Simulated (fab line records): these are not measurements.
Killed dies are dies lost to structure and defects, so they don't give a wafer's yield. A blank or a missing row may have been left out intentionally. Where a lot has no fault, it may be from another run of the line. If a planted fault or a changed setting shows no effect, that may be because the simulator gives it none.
Chamber matching :: flow n5-finfet :: 3 sister chambers for N5_BEOL_M4_CVD_47 on cvd-co-01
The step deposits Co from CCTBA/H2, target thk 3 nm, time 223.8 s. 3 wafers are shown with their chamber, then 7 later ones without.

WAFERS PAIRED WITH THEIR CHAMBERS
wafer: L141.4
chamber: 1
run-length-s (s): 247.0

wafer: L141.5
chamber: 2
run-length-s (s): 247.7

wafer: L144.4
chamber: 0
run-length-s (s): 247.2

WAFERS WHOSE CHAMBER IS MISSING
wafer: L144.5
run-length-s (s): 247.3

wafer: L144.6
run-length-s (s): 246.6

wafer: L145.2
run-length-s (s): 246.5

wafer: L145.4
run-length-s (s): 246.8

wafer: L145.5
run-length-s (s): 247.6

wafer: L146.1
run-length-s (s): 246.8

wafer: L146.2
run-length-s (s): 246.6

WHICH CHAMBER EACH WENT THROUGH
wafer: L144.5
from the rows above: can't be placed: 0 or 1 or 2
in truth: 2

wafer: L144.6
from the rows above: can't be placed: 1 or 0
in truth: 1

wafer: L145.2
from the rows above: can't be placed: 1 or 0
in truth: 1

wafer: L145.4
from the rows above: can't be placed: 1 or 0
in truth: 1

wafer: L145.5
from the rows above: can't be placed: 2 or 0 or 1
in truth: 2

wafer: L146.1
from the rows above: can't be placed: 1 or 0
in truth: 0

wafer: L146.2
from the rows above: can't be placed: 1 or 0
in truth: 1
Correctly placed: 0 of 7. Can't be placed from these rows: 7 (the true chamber is among the candidates in 7). 0 placed wrongly.
How it was worked out, from the rows above alone: a wafer's distance from a chamber is the root of the sum, over the readings, of the square of ((its reading less the chamber's mean) divided by the reading's scatter). The wafer belongs to the nearest chamber; if the next one is less than 2 further off, it can't be placed. Each chamber's mean is taken over the wafers shown for it. The scatter (one wafer shown for each chamber): square how far every hidden wafer sits from the nearest shown wafer, average those squares and take the square root.
